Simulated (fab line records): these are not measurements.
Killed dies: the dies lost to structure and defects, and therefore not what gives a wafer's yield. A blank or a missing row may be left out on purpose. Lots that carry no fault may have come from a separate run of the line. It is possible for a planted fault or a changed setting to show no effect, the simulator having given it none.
Split-lot experiment | flow n5-finfet | on a route of 1938 steps: 7 lots, 21 wafers read

== ABOUT THE SPLIT ==
At N5_BEOL_M5_ETCH_41 (etches SiCN in CH3F/O2, target depth 31.5 nm, time 56.7 s), the setting source-w was moved away from the recipe's 395 W on 2 of the 21 wafers read, by +9.5% to +14.6%. This setting was run at the recipe's value on the other wafers.

Reading taken at the split's own step.

== THE READING ==
rf-vpp-V, in V, at N5_BEOL_M5_ETCH_41 (etches SiCN in CH3F/O2, target depth 31.5 nm, time 56.7 s). Typical for fault-free wafers on this fab line: 296.7 V, with standard deviation 1.6 V.

wafer  | tool, chamber at the split | source-w as run, W | against the recipe | rf-vpp-V, V | against lot-mates on the recipe
L079.1 | rie-diel-02, 0             | 452.6              | +14.6%             | 283.1       | -15.6
L079.2 | rie-diel-02, 3             | 395                | recipe             | 299.0       | -
L079.6 | rie-diel-02, 3             | 395                | recipe             | 298.5       | -
L080.2 | rie-diel-02, 0             | 395                | recipe             | 297.9       | -
L080.3 | rie-diel-02, 3             | 395                | recipe             | 299.0       | -
L080.5 | rie-diel-02, 3             | 395                | recipe             | 297.6       | -
L082.2 | rie-diel-04, 0             | 395                | recipe             | 297.2       | -
L082.3 | rie-diel-04, 1             | 395                | recipe             | 298.2       | -
L082.5 | rie-diel-04, 3             | 395                | recipe             | 296.8       | -
L085.1 | rie-diel-04, 2             | 395                | recipe             | 297.4       | -
L085.2 | rie-diel-04, 3             | 395                | recipe             | 295.4       | -
L085.5 | rie-diel-04, 3             | 395                | recipe             | 297.4       | -
L093.2 | rie-diel-03, 1             | 395                | recipe             | 298.0       | -
L093.4 | rie-diel-03, 0             | 395                | recipe             | 294.9       | -
L093.5 | rie-diel-03, 1             | 395                | recipe             | 297.6       | -
L094.1 | rie-diel-02, 3             | 395                | recipe             | 297.2       | -
L094.3 | rie-diel-02, 0             | 395                | recipe             | 297.1       | -
L094.5 | rie-diel-02, 2             | 395                | recipe             | 297.2       | -
L097.2 | rie-diel-03, 3             | 395                | recipe             | 295.0       | -
L097.3 | rie-diel-03, 2             | 395                | recipe             | 294.0       | -
L097.6 | rie-diel-03, 2             | 432.7              | +9.5%              | 286.3       | -8.2

THE FIT
A straight line over all 21 wafers: rf-vpp-V changes by -1.01 V for each +1% of source-w; r = -0.94; the points scatter about the line by 1.4 V.
The same after taking each lot's own level away (the mean of its wafers on the recipe; 21 wafers): -1.01 V for each +1%; r = -0.98; scatter 0.86 V.
On that fit, the largest move of source-w shifts the reading by 15 V.
Measured against the standard deviation above, the lots' own levels, which go from 294.50 to 298.75 V, span 2.7 times it.
The two slopes are in agreement: the lot-to-lot level therefore moves the slope only a little.
Check: with one of the wafers moved furthest among these (+14.6%) left out of the fit, the line predicts -12.5 V for it against its lot-mates. Against them it came out at -15.6 V.
Tool readings at the split's step, against how far the setting was moved: rf-vpp-V r = -0.94.

== THE OTHER SPLITS THESE WAFERS WENT THROUGH ==
These wafers also went through other splits before the reading. Each is held against what the fit with the lots' levels taken away leaves over:
other split on the same wafers | wafers away from the commonest value | r with rf-vpp-V (lot level and that fit taken away)
N5_BEOL_M4_COAT_67 spin-rpm    | 8                                    | -0.29
N5_BEOL_M4_COAT_22 spin-rpm    | 6                                    | +0.42
N5_BEOL_M5_ETCH_68 bias-w      | 8                                    | -0.06
N5_BEOL_M5_VIA_ETCH_34 bias-w  | 9                                    | +0.39

== FILE'S OWN FIT ==
rf-vpp-V changes by -1.01 V for each +1% of source-w, r = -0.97.
